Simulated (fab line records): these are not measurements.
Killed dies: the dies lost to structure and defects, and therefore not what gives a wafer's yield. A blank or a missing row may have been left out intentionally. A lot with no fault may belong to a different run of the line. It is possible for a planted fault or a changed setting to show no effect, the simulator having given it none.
fab line records	flow nand-harc
[record] lots = 7	wafers = 21	last-day = 34
route steps=1302 shown THIN_TSV@1257 END@1302
lots that met no fault: taken from a fault-free run of the same line
start-h: hours from the record's first day to the start of the lot's first wafer shown	wait-h: hours elapsed since this lot's preceding step	" unchanged from the row above	L1.1+2: several wafers, shown together as one row	- no value, or no start was given	* or withheld: withheld	< > ~ a bound
route shown NAME@n: a module of which the file shows steps, and the number in the route of the first	usual: mean and standard deviation over wafers with no fault	same: alike in all rows	chamber/n: place in a boat	sites: the reading at each site	_std_site: the standard deviation of these	_edge_site: outer sites' mean less inner sites'	radius-mm: for every site, how far away it sits from the centre of the wafer	mask NAME#n: copy n	behind: the most recent tool/chamber to have shaped the wafer	hold: cause of the lot's hold/its duration in hours/its outcome	device: the n, p or np transistor that did not switch	end of line: the route-end tests of the same wafers	a step with no rows: only its recipe	killed: at the first sort, the dies lost to defects and structure; wafer yield is something else	map: per-die view of a wafer (x killed, . not killed, _ where there is no die)
set.NAME: the setting the step ran with; set.NAME@STEP: the setting that earlier step ran with	model.NAME: the simulator's own value behind a step, which no gauge read
lots seen at some steps along the route; tables by step, rows by wafer
services: a tool's chamber out of use, with start hour (start-h, from the record's first day; less than 0 if before it), hours out, and reason
[[steps]]
[step NHARC_THIN_TSV_PEB_10]
[recipe] peb-temp-c = 118	peb-time-s = 85
[step NHARC_THIN_TSV_DEVELOP_11]
[recipe] time-s = 70
[step NHARC_THIN_TSV_CD_MEAS_12]
[recipe] target-cd-nm = 1000	landing-energy-ev = 500
[usual] cd-nm = 1000.8/1.8
lot.wafer	tool	chamber	start-h	wait-h	cd-nm
L393.1	cd-sem-02	0	633.58	-	999.8
L393.3	"	0	"	"	998.3
L393.6	"	0	"	"	998.2
L394.1	cd-sem-03	0	639.77	-	1005.2
L394.3	"	0	"	"	1003.3
L394.4	"	0	"	"	1003.2
L395.3	cd-sem-01	0	663.67	-	1002.0
L395.4	"	0	"	"	1002.3
L395.6	"	0	"	"	1000.8
L397.2	cd-sem-03	0	665.00	-	1002.8
L397.3	"	0	"	"	1002.9
L397.5	"	0	"	"	1002.3
L405.1	cd-sem-03	0	731.52	-	1000.8
L405.2	"	0	"	"	1002.2
L405.5	"	0	"	"	1000.9
L404.3	cd-sem-03	0	733.42	-	998.6
L404.4	"	0	"	"	998.7
L404.6	"	0	"	"	1000.8
L408.2	cd-sem-03	0	783.45	-	1001.4
L408.3	"	0	"	"	998.0
L408.5	"	0	"	"	999.8
[step NHARC_THIN_TSV_HARDBAKE_13]
[recipe] temp-c = 125	time-s = 80
[step NHARC_THIN_TSV_DESCUM_14]
[recipe] time-s = 3	o2-flow-sccm = 200	ar-flow-sccm = 0	bias-power-w = 0	chemistry = O2
[usual] drypump-motor-current-A = 5.6/0.41	oes-product-au = 1.002/0.0096	rf-vpp-V = 57.7/1	showerhead-plenum-p-Torr = 1.88/0.078	throttle-valve-pct = 11.312/0.0091
lot.wafer	tool	chamber	start-h	wait-h	drypump-motor-current-A	oes-product-au	rf-hours-counter-h	rf-vpp-V	showerhead-plenum-p-Torr	throttle-valve-pct
L393.3	rie-diel-12	3	633.75	-	5.8	0.991	0	56.9	1.81	11.316
L393.1	"	0	"	"	5.5	1.012	0	56.5	1.80	11.325
L393.6	"	2	"	"	5.6	1.004	-	59.0	1.95	11.314
L394.3	rie-diel-12	0	639.93	-	5.5	0.997	0.9	57.3	1.80	11.328
L394.4	"	1	"	"	5.4	1.004	0.8	57.3	2.00	11.299
L394.1	"	3	"	"	5.8	0.988	0.9	58.3	1.81	11.310
L395.4	rie-diel-12	1	663.83	-	5.4	0.997	1.5	58.7	2.00	11.332
L395.3	"	2	"	"	5.5	0.997	1.9	58.1	1.95	11.313
L395.6	"	1	"	"	5.4	1.002	-	59.0	2.00	11.315
L397.3	rie-diel-12	1	665.15	-	5.4	1.002	1.9	57.5	2.00	11.319
L397.2	"	2	"	"	5.6	1.011	2.3	57.1	1.95	11.302
L397.5	"	2	"	"	5.5	1.011	-	58.9	1.95	11.320
L405.2	rie-diel-12	1	731.70	-	5.4	0.999	5.4	58.7	2.00	11.318
L405.1	"	3	"	"	5.8	0.995	6.0	57.2	1.81	11.316
L405.5	"	1	"	"	5.4	0.996	-	58.0	2.00	11.316
L404.3	rie-diel-05	0	733.57	-	5.3	1.012	5.6	58.3	1.85	11.310
L404.4	"	3	"	"	4.8	0.993	7.9	59.8	1.83	11.322
L404.6	"	0	"	"	5.3	1.021	-	57.6	1.85	11.315
L408.2	rie-diel-03	2	783.62	-	5.9	1.009	7.1	59.3	1.82	11.291
L408.3	"	0	"	"	6.1	0.995	7.3	57.0	1.83	11.315
L408.5	"	1	"	"	6.6	1.004	-	58.0	1.99	11.326
[step NHARC_THIN_TSV_ETCH_44]
[recipe] target-depth-a = 15942	time-s = 797.1	cf4-flow-sccm = 150	o2-flow-sccm = 10	ar-flow-sccm = 0	rf-w = 300	bias-w = 800	chemistry = CF4/O2
[usual] cf4-flow-sccm = 150.0/0.44	drypump-motor-current-A = 5.6/0.4	oes-product-au = 1.003/0.01	rf-vpp-V = 793/4.3	showerhead-plenum-p-Torr = 1.80/0.07	throttle-valve-pct = 16.914/0.0089
lot.wafer	tool	chamber	start-h	wait-h	cf4-flow-sccm	drypump-motor-current-A	oes-product-au	rf-hours-counter-h	rf-vpp-V	showerhead-plenum-p-Torr	throttle-valve-pct
L393.1	rie-diel-12	1	633.94	0.2	149.8	5.4	1.010	0.1	799	1.91	16.909
L393.3	"	2	"	"	150.2	5.6	0.993	0.1	797	1.87	16.927
L393.6	"	0	"	"	150.6	5.5	1.002	-	789	1.73	16.906
L394.3	rie-diel-12	3	640.07	0.1	150.2	5.8	0.994	1.0	789	1.74	16.910
L394.4	"	0	"	"	150.7	5.5	1.013	1.0	788	1.73	16.905
L394.1	"	1	"	"	149.3	5.4	1.007	0.9	800	1.91	16.912
L395.3	rie-diel-12	2	663.96	0.1	149.5	5.6	1.007	2.0	796	1.86	16.919
L395.4	"	3	"	"	149.6	5.8	0.990	2.1	789	1.74	16.908
L395.6	"	1	"	"	150.5	5.4	1.013	-	799	1.91	16.929
L397.3	rie-diel-12	0	665.30	0.1	150.0	5.5	1.006	2.0	788	1.73	16.914
L397.2	"	2	"	"	149.7	5.6	1.005	2.4	797	1.86	16.904
L397.5	"	3	"	"	149.4	5.8	0.995	-	788	1.74	16.912
L405.2	rie-diel-12	1	731.79	0.1	150.3	5.4	0.993	5.6	798	1.91	16.923
L405.1	"	3	"	"	149.3	5.8	0.987	6.2	788	1.74	16.915
L405.5	"	3	"	"	149.4	5.8	0.995	-	789	1.74	16.920
L404.4	rie-diel-05	1	733.66	0.1	150.3	5.5	1.008	8.3	791	1.78	16.909
L404.3	"	3	"	"	150.1	4.8	0.994	8.0	792	1.76	16.904
L404.6	"	1	"	"	150.2	5.5	1.015	-	792	1.78	16.906
L408.3	rie-diel-03	2	783.81	0.2	149.8	5.9	1.003	7.2	788	1.75	16.926
L408.2	"	3	"	"	149.5	5.6	0.995	6.6	788	1.75	16.908
L408.5	"	0	"	"	150.0	6.1	0.993	-	789	1.76	16.933
[step NHARC_THIN_TSV_ETCH_15]
[recipe] target-depth-a = 30000	bosch-target-overetch-cycles = 2	bosch-etch-step-s = 2.8	bosch-dep-step-s = 1.2	bosch-cycles = 14
[usual] drypump-motor-current-A = 5.6/0.42
lot.wafer	tool	chamber	start-h	wait-h	drypump-motor-current-A	rf-hours-counter-h
L393.1	rie-si-03	0	634.39	-	5.1	0.3
L393.3	"	2	"	"	6.0	0.2
L393.6	"	1	"	"	6.0	-
L394.1	rie-si-02	1	640.58	-	6.1	0
L394.3	"	2	"	"	5.3	0
L394.4	"	3	"	"	4.7	0
L395.4	rie-si-04	2	664.47	-	6.1	0.9
L395.3	"	1	"	"	5.6	0.7
L395.6	"	2	"	"	6.1	-
L397.3	rie-si-02	1	665.81	-	6.0	0.1
L397.2	"	2	"	"	5.3	0.1
L397.5	"	1	"	"	6.0	-
L405.2	rie-si-02	2	732.49	-	5.3	0.4
L405.1	"	3	"	"	4.7	0.4
L405.5	"	1	"	"	6.0	-
L404.3	rie-si-04	0	734.23	-	5.9	0.2
L404.4	"	2	"	"	6.1	0.2
L404.6	"	1	"	"	5.6	-
L408.3	rie-si-02	2	784.28	-	5.3	0.7
L408.2	"	3	"	"	4.7	0.8
L408.5	"	1	"	"	6.0	-
[step NHARC_THIN_TSV_CD_MEAS_16]
[usual] cd-nm = 1000.8/2
lot.wafer	tool	chamber	start-h	wait-h	cd-nm
L393.1	cd-sem-03	-	634.54	0.1	999.7
L393.3	"	-	"	"	998.3
L393.6	"	-	"	"	999.3
L394.1	cd-sem-02	-	640.73	0.1	1005.5
L394.3	"	-	"	"	1003.0
L394.4	"	-	"	"	1004.2
L395.3	cd-sem-02	-	664.62	0.1	1001.5
L395.4	"	-	"	"	1002.7
L395.6	"	-	"	"	1001.3
L397.2	cd-sem-01	-	665.96	0.1	1002.7
L397.3	"	-	"	"	1004.3
L397.5	"	-	"	"	1002.4
L405.1	cd-sem-01	-	732.61	0.1	1000.7
L405.2	"	-	"	"	1002.5
L405.5	"	-	"	"	1001.2
L404.3	cd-sem-02	-	734.38	0.1	998.3
L404.4	"	-	"	"	997.2
L404.6	"	-	"	"	1000.1
L408.2	cd-sem-01	-	784.41	0.1	1001.5
L408.3	"	-	"	"	997.6
L408.5	"	-	"	"	1000.1
[step NHARC_THIN_TSV_STRIP_45]
[recipe] power-w = 1500	temp-c = 250	chemistry = O2
[step NHARC_THIN_TSV_STRIP_46]
[recipe] time-s = 1200	temp-c = 72.5	chemistry = post-etch-residue-remover
[step NHARC_THIN_TSV_DEP_47]
[recipe] target-thk-a = 2000	temp-c = withheld	pressure-torr = 6.5	rf-w = 900	teos-flow-sccm = 161.4	flow-sccm = 2650	target-thk-nm = 200	gas = O2	material = SiO2
[usual] throttle-valve-pct = 16.0/0.39
lot.wafer	tool	chamber	start-h	wait-h	since-wet-clean-h	throttle-valve-pct
L393.1	pecvd-01	0	635.42	-	130	15.8
L393.3	"	1	"	"	130	15.5
L393.6	"	1	"	"	-	15.5
L394.1	pecvd-03	0	641.79	-	81	15.9
L394.3	"	1	"	"	81	16.0
L394.4	"	0	"	"	-	16.1
L395.3	pecvd-04	0	665.49	-	22	16.0
L395.4	"	1	"	"	-	16.4
L395.6	"	2	"	"	-	15.9
L397.2	pecvd-01	0	666.88	-	161	15.9
L397.3	"	1	"	"	161	15.8
L397.5	"	2	"	"	-	16.4
L405.1	pecvd-04	1	733.52	-	90	16.3
L405.2	"	0	"	"	90	16.2
L405.5	"	0	"	"	-	15.7
L404.3	pecvd-04	0	735.27	-	91	16.0
L404.6	"	0	"	"	-	15.8
L404.4	"	1	"	"	-	16.7
L408.3	pecvd-01	0	785.28	-	99	16.5
L408.2	"	1	"	"	99	15.4
L408.5	"	2	"	"	-	16.3
[step NHARC_THIN_TSV_ETCHBACK_48]
[recipe] target-depth-a = 10285	over-etch-frac = 0.3	time-s = 405.17	ion-energy-ev = 250	c4f8-flow-sccm = withheld	ar-flow-sccm = withheld	rf-w = 600	bias-w = 300	chemistry = C4F8/Ar
[step NHARC_THIN_TSV_STRIP_62]
[recipe] power-w = 1500	temp-c = 250	time-s = 20	chemistry = N2/H2
[usual] drypump-motor-current-A = 5.8/0.43	heater-power-w = 337/13	rf-refl-power-W = 23/7.4
lot.wafer	tool	chamber	start-h	wait-h	drypump-motor-current-A	heater-power-w	rf-hours-counter-h	rf-refl-power-W
L393.1	plasma-asher-01	0	636.21	-	6.0	325	24	17
L393.3	"	1	"	"	6.3	343	-	17
L393.6	"	1	"	"	6.3	325	-	16
L394.1	plasma-asher-01	1	642.53	-	-	-	-	-
L394.4	"	0	"	"	-	-	-	-
L394.3	"	1	"	"	-	-	-	-
L395.4	plasma-asher-02	1	666.36	-	-	-	-	-
L395.3	"	0	"	"	-	-	-	-
L395.6	"	1	"	"	-	-	-	-
L397.2	plasma-asher-02	0	667.62	-	-	-	-	-
L397.3	"	1	"	"	-	-	-	-
L397.5	"	0	"	"	-	-	-	-
L405.1	plasma-asher-01	0	734.34	-	6.0	320	7	-
L405.2	"	1	"	"	6.2	342	7	-
L405.5	"	0	"	"	6.0	323	-	-
L404.3	plasma-asher-01	0	736.15	-	6.0	313	-	17
L404.4	"	1	"	"	6.3	340	-	17
L404.6	"	1	"	"	6.2	344	-	16
L408.2	plasma-asher-01	1	786.06	-	6.3	345	18	17
L408.3	"	0	"	"	6.0	321	-	17
L408.5	"	1	"	"	6.3	335	-	17
[step NHARC_THIN_TSV_DEGAS_49]
[recipe] temp-c = 300	time-s = 120
[usual] heater-power-w = 468/48
lot.wafer	tool	chamber	start-h	wait-h	heater-power-w
L393.1	pvd-sputter-02	-	636.36	0.1	469
L393.3	"	-	"	"	450
L393.6	"	-	"	"	394
L394.4	pvd-sputter-01	-	642.68	0.1	426
L394.3	"	-	"	"	526
L394.1	"	-	"	"	466
L395.4	pvd-sputter-01	-	666.48	0.1	420
L395.3	"	-	"	"	483
L395.6	"	-	"	"	515
L397.3	pvd-sputter-03	-	667.77	0.1	534
L397.2	"	-	"	"	428
L397.5	"	-	"	"	439
L405.2	pvd-sputter-01	-	734.53	0.1	467
L405.1	"	-	"	"	430
L405.5	"	-	"	"	525
L404.4	pvd-sputter-03	-	736.27	0.1	388
L404.3	"	-	"	"	451
L404.6	"	-	"	"	512
L408.3	pvd-sputter-03	-	786.22	0.1	384
L408.2	"	-	"	"	503
L408.5	"	-	"	"	508
[step NHARC_END_SORT_01]
[recipe] temp-c = 25
[usual] defect-limited-yield = 90.6/2.8	killed-at-array = 58/20	killed-at-other = 0.8/1	killed-at-periphery = 4.6/2.8	killed-dies = 63/19	killed-open = 3.4/2	killed-short = 2.4/1.8
[same] gross-dies = 677
lot.wafer	tool	chamber	start-h	wait-h	defect-limited-yield[%]	killed-at-array	killed-at-other	killed-at-periphery	killed-dies	killed-open	killed-short
L393.1	prober-01	0	649.11	2.5	92.6	38	2	10	50	1	3
L393.3	prober-01	0	650.72	3.1	88.8	63	3	10	76	2	2
L393.6	prober-01	0	653.13	4.0	90.5	55	3	6	64	3	4
L394.1	prober-02	0	655.63	2.5	90.0	61	6	1	68	6	11
L394.3	prober-02	0	657.23	3.1	90.0	57	5	6	68	5	4
L394.4	prober-02	0	658.03	3.4	90.5	47	10	7	64	13	7
L397.2	prober-01	0	679.76	2.8	93.4	37	3	5	45	11	4
L397.3	prober-01	0	680.56	3.1	92.3	40	9	3	52	9	9
L397.5	prober-01	0	682.15	3.7	91.9	37	17	1	55	16	3
L395.3	prober-01	0	688.28	3.1	91.9	45	6	4	55	10	2
L395.4	prober-01	0	689.06	3.3	92.8	37	9	3	49	9	5
L395.6	prober-01	0	690.63	3.9	93.2	33	10	3	46	9	6
L404.3	prober-02	0	751.19	3.1	90.0	67	0	1	68	1	2
L404.4	prober-02	0	751.99	3.4	89.8	66	0	3	69	2	2
L404.6	prober-02	0	753.60	4.0	92.6	50	0	0	50	2	1
// killed by level:class
L393.1 A_CHANNEL_HOLE_D1:chamber-film-flake=21 P_M2:chamber-film-flake=6 A_CONTACT:chamber-film-flake=4 P_CONTACT:chamber-film-flake=3 A_CHANNEL_HOLE_D2:chamber-film-flake=3 A_DECK1_JOINT:chamber-film-flake=2 THIN_TSV:chamber-film-flake=2 P_M1:geometric-particle:short=1
L393.3 A_CHANNEL_HOLE_D1:chamber-film-flake=38 A_CHANNEL_HOLE_D2:chamber-film-flake=15 P_CONTACT:chamber-film-flake=6 P_M2:chamber-film-flake=3 A_CONTACT:chamber-film-flake=3 THIN_TSV:chamber-film-flake=3 P_STI:geometric-particle:open=1 A_ONON_D1:geometric-particle:short=1
L393.6 A_CHANNEL_HOLE_D1:chamber-film-flake=21 A_CHANNEL_HOLE_D2:chamber-film-flake=15 A_CONTACT:chamber-film-flake=5 P_CONTACT:chamber-film-flake=3 P_M2:chamber-film-flake=3 THIN_TSV:chamber-film-flake=3 A_CHANNEL_FILL_D1:geometric-particle:short=2 A_SLIT:chamber-film-flake=2
L394.1 A_SLIT:chamber-film-flake=33 A_CHANNEL_HOLE_D2:chamber-film-flake=12 THIN_TSV:geometric-particle:open=4 A_DECK1_JOINT:geometric-particle:short=3 A_ONON_D1:geometric-particle:short=2 A_M0:geometric-particle:short=2 A_CHANNEL_FILL_D1:chamber-film-flake=2 P_M0:geometric-particle:short=1
L394.3 A_SLIT:chamber-film-flake=32 A_CHANNEL_HOLE_D2:chamber-film-flake=10 A_CHANNEL_HOLE_D1:chamber-film-flake=4 A_CONTACT:chamber-film-flake=4 P_CONTACT:chamber-film-flake=3 THIN_TSV:geometric-particle:open=2 THIN_TSV:chamber-film-flake=2 P_M2:geometric-particle:short=1
L394.4 A_SLIT:chamber-film-flake=20 A_CHANNEL_HOLE_D2:chamber-film-flake=12 THIN_TSV:geometric-particle:open=9 A_CHANNEL_HOLE_D1:chamber-film-flake=3 A_M0:geometric-particle:open=2 P_CONTACT:chamber-film-flake=2 A_DECK1_JOINT:chamber-film-flake=2 A_CONTACT:chamber-film-flake=2
L397.2 A_CHANNEL_HOLE_D2:chamber-film-flake=13 A_CHANNEL_HOLE_D1:chamber-film-flake=4 A_STAIRCASE:chamber-film-flake=4 P_M2:geometric-particle:open=3 A_CHANNEL_FILL_D2:geometric-particle:open=3 A_DECK1_JOINT:geometric-particle:short=2 A_WL_FILL:geometric-particle:open=2 THIN_TSV:geometric-particle:open=2
L397.3 A_CHANNEL_HOLE_D2:chamber-film-flake=16 THIN_TSV:geometric-particle:open=7 A_CHANNEL_HOLE_D1:chamber-film-flake=5 A_ZERO_WELL:chamber-film-flake=3 A_STAIRCASE:chamber-film-flake=3 A_CONTACT:chamber-film-flake=3 P_ZERO_WELL:chamber-film-flake=2 P_GATE:geometric-particle:short=1
L397.5 A_CHANNEL_HOLE_D2:chamber-film-flake=24 THIN_TSV:geometric-particle:open=12 A_CHANNEL_HOLE_D1:chamber-film-flake=4 THIN_TSV:chamber-film-flake=3 A_M0:geometric-particle:open=2 THIN_TSV:geometric-particle:short=2 A_ONON_D1:geometric-particle:short=1 A_SGD_CUT:geometric-particle:open=1
L395.3 A_CHANNEL_HOLE_D1:chamber-film-flake=32 THIN_TSV:geometric-particle:open=6 A_STAIRCASE:chamber-film-flake=3 P_M2:chamber-film-flake=2 A_CHANNEL_HOLE_D2:chamber-film-flake=2 P_GATE:geometric-particle:open=1 A_ONON_D1:geometric-particle:short=1 A_ONON_D2:geometric-particle:open=1
L395.4 A_CHANNEL_HOLE_D1:chamber-film-flake=24 THIN_TSV:geometric-particle:open=6 THIN_TSV:geometric-particle:short=3 A_CONTACT:chamber-film-flake=3 P_M2:chamber-film-flake=2 A_ZERO_WELL:chamber-film-flake=2 A_SLIT:chamber-film-flake=2 P_M0:geometric-particle:open=1
L395.6 A_CHANNEL_HOLE_D1:chamber-film-flake=21 THIN_TSV:geometric-particle:open=7 A_CONTACT:chamber-film-flake=4 THIN_TSV:geometric-particle:short=3 A_STAIRCASE:chamber-film-flake=2 P_CONTACT:geometric-particle:open=1 A_ONON_D1:geometric-particle:short=1 A_DECK1_JOINT:geometric-particle:short=1
L404.3 A_CHANNEL_HOLE_D2:chamber-film-flake=30 A_CHANNEL_HOLE_D1:chamber-film-flake=18 A_SLIT:chamber-film-flake=6 A_CONTACT:chamber-film-flake=6 A_ONON_D1:geometric-particle:open=1 A_DECK1_JOINT:geometric-particle:short=1 A_ONON_D2:geometric-particle:short=1 P_ZERO_WELL:chamber-film-flake=1
L404.4 A_CHANNEL_HOLE_D1:chamber-film-flake=40 A_CHANNEL_HOLE_D2:chamber-film-flake=13 A_SLIT:chamber-film-flake=3 A_CHANNEL_FILL_D2:chamber-film-flake=3 P_STI:geometric-particle:short=1 P_M2:geometric-particle:open=1 A_ONON_D1:geometric-particle:open=1 A_CHANNEL_FILL_D1:geometric-particle:short=1
L404.6 A_CHANNEL_HOLE_D1:chamber-film-flake=22 A_CHANNEL_HOLE_D2:chamber-film-flake=18 A_SLIT:chamber-film-flake=2 A_CHANNEL_FILL_D2:chamber-film-flake=2 A_CONTACT:chamber-film-flake=2 A_CHANNEL_FILL_D1:geometric-particle:open=1 A_BLC:geometric-particle:open=1 A_M0:geometric-particle:short=1
// map L394.1 (x killed, . not)
____________.____________
_________......._________
_______..........._______
______x............______
_____..............._____
____.................____
____...x.............____
___...................___
___...x...............___
__.....................__
__..x..................__
_...............x......._
_.........x...x........._
_......................._
_x..x.......x..........._
_x..x..................._
xx............xxx........
xxx.........x.x.x........
x..........x....xx.......
.xx......x....x..........
.x..........x.x..........
_..xx......x.xxx.x......_
_......x....xxxxx......x_
_...........xxxxx.x....._
_.x.........xxx.x......._
_............xx........._
__.........x.x.........__
__.....................__
___.........x.........___
___...................___
____.................____
____.................____
_____.....x.x......._____
______.............______
_______...x......._______
_________.x....._________
____________.____________
// map L395.3 (x killed, . not)
____________.____________
_________......._________
_______..........._______
______.............______
_____..............._____
____.................____
____.................____
___x..................___
___............x......___
__.....................__
__.....................__
_.......x..............._
_......................._
_..x...................._
_.................x....._
_.x....x................_
.........................
x...x.x.x.........x......
....x...x....x.....x.....
....xx.xxx.............x.
.....xxx.................
_...x.xx.x..x..........._
_...xxxxxx.............._
_....xxxx..............._
_....xx.x..x............_
_x...x.x................_
__............x........__
__.....................__
___...................___
___........x..........___
____......x..........____
____..............x.x____
_____..............._____
______x.....x......______
_______....x......_______
_________......._________
____________.____________
[[services]]
tool	chamber	start-h	hours	kind
pvd-sputter-02	-	614.97	15.0	repair
rie-diel-05	0	614.98	14.2	repair
rie-diel-12	0	620.11	6.2	repair
rie-si-02	-	620.15	0.4	repair
rie-diel-12	-	622.40	9.0	pm
pecvd-04	-	631.00	13.0	pm
rie-si-02	-	631.00	9.0	pm
rie-diel-03	-	635.77	9.0	pm
pvd-sputter-02	-	638.18	10.0	pm
pvd-sputter-01	-	648.49	2.4	repair
pecvd-01	-	673.79	13.0	pm
rie-diel-05	-	692.03	0.7	repair
rie-si-04	-	696.00	9.0	pm
plasma-asher-01	-	696.36	9.0	pm
pecvd-04	-	702.40	1.2	repair
pvd-sputter-03	-	704.08	10.0	pm
rie-si-02	0	707.80	1.9	repair
pvd-sputter-03	-	718.03	8.2	repair
rie-si-02	2	719.15	7.5	repair
rie-diel-12	2	730.62	7.5	repair
rie-si-02	1	747.17	21.3	repair
pvd-sputter-01	-	760.00	10.0	pm
rie-diel-05	-	760.60	9.0	pm
plasma-asher-02	-	780.83	9.0	pm
[[key]]
[first-sign] step = NHARC_THIN_TSV_STRIP_62	reading = tool-record	direction = missing
[effect] step = NHARC_END_SORT_01	reading = killed-at-other	direction = up	sigmas = 7.2	usual = 0.8	struck = 8.3	wafers-moved = 8
met-at NHARC_THIN_TSV_STRIP_62
struck-wafers L394.1,L394.3,L394.4,L395.3,L395.4,L395.6,L397.2,L397.3,L397.5
onset-between 636.21 642.53
[fault] kind = skipped-step-whole	tool = plasma-asher-01,plasma-asher-02	chamber = -	onset-h = 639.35	steps = NHARC_THIN_TSV_STRIP_62	scope = struck-lots-only
